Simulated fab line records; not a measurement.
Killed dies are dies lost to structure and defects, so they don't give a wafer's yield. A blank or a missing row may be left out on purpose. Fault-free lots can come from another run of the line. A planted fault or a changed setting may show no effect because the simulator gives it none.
Matching of chambers	flow n5_finfet	ald_sin-04 running N5_MOL_CONTACT_COAG_ALD_123: 4 sister chambers
The step deposits SiNx, target thk 5 nm, pulse time 1 s, purge time 2 s. 8 wafers are shown with their chamber, then 12 later ones without.

EACH WAFER AND ITS CHAMBER
wafer	chamber	heater_power_w (W)	precursor_pulse_height_rel
L086.1	0	801	1.020
L086.4	3	836	1.000
L087.1	0	815	1.007
L087.3	2	1001	0.999
L087.6	1	847	1.012
L091.1	2	975	0.992
L091.2	3	834	0.995
L091.3	1	822	1.005

WAFERS MISSING THEIR CHAMBER
wafer	heater_power_w (W)	precursor_pulse_height_rel
L091.4	831	0.953
L091.5	955	1.011
L091.6	799	0.984
L092.2	810	0.960
L092.3	826	0.978
L092.4	988	1.011
L093.4	813	0.979
L093.5	958	1.021
L093.6	820	0.947
L097.1	809	1.014
L097.3	965	1.022
L097.5	826	1.032

WHICH CHAMBER EACH WENT THROUGH
wafer	from the rows above	in truth
L091.4	can't be placed: 3 or 1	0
L091.5	2	2
L091.6	can't be placed: 3 or 1 or 0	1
L092.2	can't be placed: 3 or 1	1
L092.3	can't be placed: 3 or 1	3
L092.4	2	2
L093.4	can't be placed: 3 or 1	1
L093.5	2	2
L093.6	can't be placed: 3 or 1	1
L097.1	can't be placed: 0 or 1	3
L097.3	2	2
L097.5	can't be placed: 0 or 1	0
Placed correctly: 4 of 12. Can't be placed from these rows: 8 (the true chamber is among the candidates in 6). Placed wrongly: 0.
How it was worked out, from the rows above alone: a wafer's distance from a chamber is the root of the sum, over the readings, of the square of ((its reading less the chamber's mean) divided by the reading's scatter). If the next closest chamber is less than 2 further off than the closest, the wafer can't be placed; otherwise it belongs to the closest. The mean given for a chamber averages the wafers shown for that chamber. The scatter: take each reading less its chamber's mean, square it, sum over the shown wafers, divide by the number of wafers less the number of chambers, and take the root.
